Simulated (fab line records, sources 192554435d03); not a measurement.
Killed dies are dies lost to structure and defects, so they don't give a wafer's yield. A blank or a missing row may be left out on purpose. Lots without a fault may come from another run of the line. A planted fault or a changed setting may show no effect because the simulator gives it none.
Which tool did it? | flow n5_finfet | 9 lots, 27 wafers sampled, at 6 steps of a route of 1938

WHAT THE GAUGES READ, wafer by wafer
N5_BEOL_M4_INSPECT_13: inspects for defects (brightfield). Usual: raw_defect_count 384, standard deviation 92.
lot  | measured     | on                | raw_defect_count | flag
L786 | day 8 00:48  | defect_inspect-02 | 362 364 245      |
L789 | day 8 07:19  | defect_inspect-01 | 357 388 402      |
L790 | day 8 15:51  | defect_inspect-01 | 559 477 407      |
L792 | day 9 03:13  | defect_inspect-01 | 355 296 340      |
L795 | day 10 01:10 | defect_inspect-01 | 321 264 192      |
L801 | day 11 09:52 | defect_inspect-02 | 614 470 417      |
L802 | day 11 19:31 | defect_inspect-02 | 1298 1182 1269   | OFF
L803 | day 11 21:14 | defect_inspect-02 | 1215 1369 1293   | OFF
L808 | day 13 15:32 | defect_inspect-01 | 334 383 366      |

N5_BEOL_M4_RC_MEAS_101. Usual: DIBL_N 35.9 mV/V, standard deviation 1.7; DIBL_P 36.0 mV/V, standard deviation 2.2; IOFF_N 0.16 nA/um, standard deviation 0.031; IOFF_P 0.21 nA/um, standard deviation 0.039; ION_N 678 uA/um, standard deviation 13; ION_P 464 uA/um, standard deviation 8.8; SS_N 71.5 mV/dec, standard deviation 0.61; SS_P 73.2 mV/dec, standard deviation 0.68; VT_N 249 mV, standard deviation 3.3; VT_P -250 mV, standard deviation 3.8.
lot  | measured     | on        | DIBL_N (mV/V)  | DIBL_P (mV/V)  | IOFF_N (nA/um) | IOFF_P (nA/um) | ION_N (uA/um) | ION_P (uA/um) | SS_N (mV/dec)  | SS_P (mV/dec)  | VT_N (mV)   | VT_P (mV)      | flag
L786 | day 8 07:40  | prober-01 | 38.4 39.0 37.1 | 37.7 39.2 36.2 | 0.21 0.23 0.19 | 0.26 0.27 0.24 | 695 705 686   | 470 480 473   | 71.6 72.3 71.4 | 73.7 74.5 73.2 | 243 245 244 | -247 -246 -247 |
L789 | day 9 01:20  | prober-01 | 31.6 33.5 37.1 | 31.5 34.6 38.8 | 0.09 0.11 0.17 | 0.13 0.15 0.21 | 641 664 676   | 450 455 457   | 70.2 70.5 71.3 | 72.0 72.4 73.5 | 258 256 250 | -260 -257 -254 |
L790 | day 9 03:22  | prober-02 | 35.2 35.0 36.0 | 35.9 35.4 36.1 | 0.15 0.14 0.15 | 0.19 0.18 0.19 | 670 681 679   | 463 463 463   | 70.7 71.9 71.8 | 72.6 72.4 73.2 | 247 248 250 | -254 -254 -250 |
L792 | day 9 16:58  | prober-01 | 34.3 37.9 34.6 | 35.4 38.9 34.2 | 0.15 0.21 0.14 | 0.19 0.26 0.18 | 688 702 678   | 478 479 462   | 71.3 72.8 71.8 | 73.7 74.1 72.8 | 247 243 249 | -252 -248 -253 |
L795 | day 10 10:39 | prober-01 | 34.1 36.3 34.5 | 34.7 36.6 34.4 | 0.13 0.16 0.13 | 0.17 0.19 0.16 | 665 679 664   | 454 457 451   | 71.1 71.4 71.0 | 72.4 72.9 72.5 | 252 248 251 | -252 -251 -254 |
L801 | day 11 18:02 | prober-02 | 33.4 37.4 36.6 | 31.9 36.7 35.8 | 0.11 0.17 0.16 | 0.15 0.22 0.20 | 670 683 681   | 459 471 467   | 70.5 72.4 71.8 | 72.1 73.4 72.9 | 253 249 250 | -255 -250 -251 |
L802 | day 12 01:16 | prober-02 | 33.7 34.4 34.8 | 34.6 35.5 36.7 | 0.12 0.14 0.15 | 0.17 0.18 0.20 | 669 670 674   | 457 460 462   | 71.3 71.1 71.3 | 72.6 73.0 72.9 | 255 251 251 | -252 -252 -252 |
L803 | day 12 08:00 | prober-01 | 33.5 36.7 35.2 | 31.6 36.6 34.2 | 0.12 0.17 0.14 | 0.15 0.22 0.18 | 665 682 675   | 452 463 460   | 70.6 71.1 70.9 | 72.5 73.5 73.2 | 253 249 249 | -253 -248 -250 |
L808 | day 14 02:04 | prober-02 | 34.9 38.4 34.8 | 33.1 38.7 33.7 | 0.13 0.20 0.13 | 0.17 0.25 0.17 | 681 688 690   | 462 463 465   | 71.8 72.1 70.8 | 73.0 73.7 72.6 | 251 245 250 | -252 -249 -254 |

WHICH TOOL RAN EACH LOT (tool, then ch and the chambers of the sampled wafers, then the start)
lot  | N5_BEOL_M3_ANNEAL_51             | N5_BEOL_M3_PRE_CLEAN_60          | N5_BEOL_M4_HM_DEP_02         | N5_BEOL_M4_ETCH_63
L786 | rtp_anneal-02 ch 0, day 7 21:32  | cvd_co-01 ch 0,1,2, day 7 22:04  | pvd_sputter-02, day 8 00:19  | rie_diel-06 ch 0,2,3, day 8 00:53
L789 | rtp_anneal-01 ch 0, day 8 03:38  | cvd_co-02 ch 0,1,2, day 8 04:16  | pvd_sputter-02, day 8 06:43  | rie_diel-05 ch 0,2, day 8 07:59
L790 | rtp_anneal-01 ch 0, day 8 13:29  | cvd_co-01 ch 0,1, day 8 14:07    | pvd_sputter-02, day 8 15:22  | rie_diel-05 ch 0,3, day 8 16:00
L792 | rtp_anneal-02 ch 0, day 9 00:46  | cvd_co-01 ch 0,1, day 9 01:20    | pvd_sputter-03, day 9 02:43  | rie_diel-05 ch 0,3, day 9 03:26
L795 | rtp_anneal-02 ch 0, day 9 22:51  | cvd_co-01 ch 0,1,2, day 9 23:26  | pvd_sputter-01, day 10 00:34 | rie_diel-05 ch 0,3, day 10 01:16
L801 | rtp_anneal-01 ch 0, day 11 07:29 | cvd_co-02 ch 1,2, day 11 08:04   | pvd_sputter-01, day 11 09:10 | rie_diel-06 ch 0,1,3, day 11 10:14
L802 | rtp_anneal-01 ch 0, day 11 15:23 | cvd_co-01 ch 0,2, day 11 15:58   | pvd_sputter-01, day 11 18:55 | rie_diel-05 ch 2,3, day 11 19:36
L803 | rtp_anneal-02 ch 0, day 11 18:47 | cvd_co-01 ch 0,1,2, day 11 19:25 | pvd_sputter-01, day 11 20:45 | rie_diel-02 ch 0,1,2, day 11 21:19
L808 | rtp_anneal-02 ch 0, day 13 13:34 | cvd_co-02 ch 0,1, day 13 14:18   | pvd_sputter-03, day 13 14:55 | rie_diel-02 ch 2,3, day 13 15:37
- N5_BEOL_M3_ANNEAL_51: time 90 s.
- N5_BEOL_M3_PRE_CLEAN_60: time 15 s.
- N5_BEOL_M4_HM_DEP_02: deposits TiN, target thk 20 nm.
- N5_BEOL_M4_ETCH_63: etches SiARC in CF4, target depth 15.6 nm, time 26 s.

WHAT THE TOOLS THEMSELVES READ (means of the sampled wafers that have a number; where no wafer has one, the mark that the record gives instead)
N5_BEOL_M3_ANNEAL_51. Usual: wafer_temp_C_max 226.4, standard deviation 0.39.
lot  | tool          | wafer_temp_C_max | flag
L786 | rtp_anneal-02 | 226.2            |
L789 | rtp_anneal-01 | 226.7            |
L790 | rtp_anneal-01 | 226.9            |
L792 | rtp_anneal-02 | 226.0            |
L795 | rtp_anneal-02 | 225.9            |
L801 | rtp_anneal-01 | 226.7            |
L802 | rtp_anneal-01 | 226.5            |
L803 | rtp_anneal-02 | 226.0            |
L808 | rtp_anneal-02 | 226.2            |

N5_BEOL_M3_PRE_CLEAN_60. Usual: heater_power_w 90 W, standard deviation 32.
lot  | tool      | heater_power_w (W) | flag
L786 | cvd_co-01 | 84                 |
L789 | cvd_co-02 | 93                 |
L790 | cvd_co-01 | 103                |
L792 | cvd_co-01 | 104                |
L795 | cvd_co-01 | 82                 |
L801 | cvd_co-02 | 86                 |
L802 | cvd_co-01 | 82                 |
L803 | cvd_co-01 | 85                 |
L808 | cvd_co-02 | 103                |

N5_BEOL_M4_HM_DEP_02. Usual: throttle_valve_pct 30.2 %, standard deviation 1.
lot  | tool           | throttle_valve_pct (%) | flag
L786 | pvd_sputter-02 | 31.2                   |
L789 | pvd_sputter-02 | 28.9                   |
L790 | pvd_sputter-02 | 28.9                   |
L792 | pvd_sputter-03 | 30.0                   |
L795 | pvd_sputter-01 | 30.0                   |
L801 | pvd_sputter-01 | 29.3                   |
L802 | pvd_sputter-01 | 30.0                   |
L803 | pvd_sputter-01 | 29.9                   |
L808 | pvd_sputter-03 | 30.0                   |

N5_BEOL_M4_ETCH_63. Usual: drypump_motor_current_A 5.8 A, standard deviation 0.63; etch_rf_on_time_s 26.0 s, standard deviation 0.73; oes_product_au 0.67 a.u., standard deviation 0.067; rf_vpp_V 183.7 V, standard deviation 1.1; showerhead_plenum_p_Torr 2.11 Torr, standard deviation 0.065; throttle_valve_pct 15.54 %, standard deviation 0.3.
lot  | tool        | drypump_motor_current_A (A) | etch_rf_on_time_s (s) | oes_product_au (a.u.) | rf_vpp_V (V) | showerhead_plenum_p_Torr (Torr) | throttle_valve_pct (%) | flag
L786 | rie_diel-06 | 5.9                         | 26.0                  | 0.67                  | 183.1        | 2.12                            | 15.76                  |
L789 | rie_diel-05 | 6.4                         | 26.0                  | 0.63                  | 183.8        | 2.10                            | 15.64                  |
L790 | rie_diel-05 | 5.6                         | 26.5                  | 0.67                  | 183.8        | 2.06                            | 15.32                  |
L792 | rie_diel-05 | 5.3                         | 27.1                  | 0.68                  | 182.9        | 2.08                            | 15.22                  |
L795 | rie_diel-05 | 5.3                         | 27.1                  | 0.67                  | 183.7        | 2.08                            | 15.24                  |
L801 | rie_diel-06 | 5.7                         | 26.0                  | 0.66                  | 183.5        | 2.17                            | 15.71                  |
L802 | rie_diel-05 | 5.5                         | 26.8                  | 0.64                  | 183.4        | 2.09                            | 15.36                  |
L803 | rie_diel-02 | 5.6                         | 25.6                  | 0.69                  | 184.5        | 2.08                            | 15.43                  |
L808 | rie_diel-02 | 6.1                         | 25.4                  | 0.75                  | 182.7        | 2.10                            | 15.57                  |

THE ANSWER, worked out from the rows above alone
Rule: a lot is off if the mean of its wafers that have a number lies more than 3 standard deviations from the usual mean. A lot without any number at a reading at which 4 lots or more have one is off too. The other lots that the step has rows for count as sound. The gauges are gone through in route order, then the tools' own readings, and for those a lot's mean is taken as printed above. The first step at which some lot is off is used, and at that step the reading that is off furthest; a lot without a number counts as furthest.
Off: L802, L803, at N5_BEOL_M4_INSPECT_13 (raw_defect_count).
A tool fits if, at a process step before that reading, it ran every lot that is off, and no sound lot after the first of them. The gauges at N5_BEOL_M4_INSPECT_13 are tried like those tools. Can't be told from this: 3 tools fit, cvd_co-01 at N5_BEOL_M3_PRE_CLEAN_60, pvd_sputter-01 at N5_BEOL_M4_HM_DEP_02, defect_inspect-02 at N5_BEOL_M4_INSPECT_13.

WHAT THE SIMULATOR HAD PUT IN
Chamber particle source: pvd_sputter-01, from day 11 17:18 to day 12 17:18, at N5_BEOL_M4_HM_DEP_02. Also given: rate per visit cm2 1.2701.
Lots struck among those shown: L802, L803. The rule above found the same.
